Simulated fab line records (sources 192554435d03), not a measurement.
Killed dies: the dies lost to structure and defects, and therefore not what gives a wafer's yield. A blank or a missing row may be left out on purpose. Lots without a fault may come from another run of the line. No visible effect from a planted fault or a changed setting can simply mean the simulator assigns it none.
Chamber matching + flow n5_finfet + N5_BEOL_M4_ETCH_70 on rie_diel-06 has 4 sister chambers
The step etches SOC in N2/H2, target depth 80 nm, overetch 24 nm, time 130 s. 18 wafers are shown with their chamber, then 9 later ones without.

## EACH WAFER AND ITS CHAMBER
| wafer  | chamber | drypump_motor_current_A (A) | showerhead_plenum_p_Torr (Torr) | throttle_valve_pct (%) |
|--------|---------|-----------------------------|---------------------------------|------------------------|
| L074.1 | 1       | 5.4                         | 2.51                            | 17.89                  |
| L074.2 | 3       | 6.8                         | 2.64                            | 17.80                  |
| L074.3 | 0       | 5.5                         | 2.66                            | 17.92                  |
| L075.1 | 0       | 5.5                         | 2.65                            | 17.92                  |
| L075.2 | 1       | 5.3                         | 2.51                            | 17.89                  |
| L075.4 | 3       | 6.8                         | 2.64                            | 17.80                  |
| L078.1 | 0       | 5.5                         | 2.65                            | 17.93                  |
| L078.2 | 2       | 5.4                         | 2.50                            | 17.59                  |
| L078.3 | 1       | 5.3                         | 2.51                            | 17.90                  |
| L081.1 | 2       | 5.4                         | 2.50                            | 17.60                  |
| L081.2 | 3       | 6.9                         | 2.64                            | 17.82                  |
| L081.6 | 0       | 5.5                         | 2.65                            | 17.95                  |
| L085.3 | 3       | 6.8                         | 2.63                            | 17.83                  |
| L085.4 | 2       | 5.4                         | 2.49                            | 17.61                  |
| L085.5 | 1       | 5.3                         | 2.50                            | 17.93                  |
| L088.1 | 2       | 5.4                         | 2.49                            | 17.61                  |
| L088.3 | 0       | 5.5                         | 2.64                            | 17.97                  |
| L088.4 | 1       | 5.3                         | 2.50                            | 17.94                  |

SIGNATURES, as means of the wafers listed above
| reading                  | chamber 0 | chamber 1 | chamber 2 | chamber 3 | scatter within a chamber |
|--------------------------|-----------|-----------|-----------|-----------|--------------------------|
| drypump_motor_current_A  | 5.500     | 5.320     | 5.400     | 6.825     | 0.0333                   |
| showerhead_plenum_p_Torr | 2.6500    | 2.5060    | 2.4950    | 2.6375    | 0.00595                  |
| throttle_valve_pct       | 17.9380   | 17.9100   | 17.6025   | 17.8125   | 0.019                    |
Rule: a wafer lies at a distance from a chamber equal to the root of the sum of squares, over the readings, of (its reading less the chamber's mean, divided by the reading's scatter). The wafer belongs to the nearest chamber; if the next one is less than 2 further off, it can't be placed. The scatter: take each reading less its chamber's mean, square it, sum over the shown wafers, divide by the number of wafers less the number of chambers, and take the root.

## WAFERS WHOSE CHAMBER IS MISSING
| wafer  | drypump_motor_current_A (A) | showerhead_plenum_p_Torr (Torr) | throttle_valve_pct (%) |
|--------|-----------------------------|---------------------------------|------------------------|
| L091.1 | 5.5                         | 2.64                            | 17.98                  |
| L091.5 | 5.5                         | 2.64                            | 17.98                  |
| L091.6 | 5.4                         | 2.49                            | 17.62                  |
| L092.1 | 6.8                         | 2.62                            | 17.87                  |
| L092.2 | 5.5                         | 2.64                            | 18.00                  |
| L092.3 | 6.8                         | 2.63                            | 17.86                  |
| L097.3 | 5.4                         | 2.48                            | 17.64                  |
| L097.4 | 6.8                         | 2.62                            | 17.87                  |
| L097.5 | 5.5                         | 2.63                            | 18.00                  |

## WHICH CHAMBER EACH ONE RAN IN
| wafer  | from the rows above | in truth |
|--------|---------------------|----------|
| L091.1 | 0                   | 0        |
| L091.5 | 0                   | 0        |
| L091.6 | 2                   | 2        |
| L092.1 | 3                   | 3        |
| L092.2 | 0                   | 0        |
| L092.3 | 3                   | 3        |
| L097.3 | 2                   | 2        |
| L097.4 | 3                   | 3        |
| L097.5 | 0                   | 0        |
Correct placement for 9 of the 9. Can't be placed from these rows: 0. Number placed wrongly: 0.
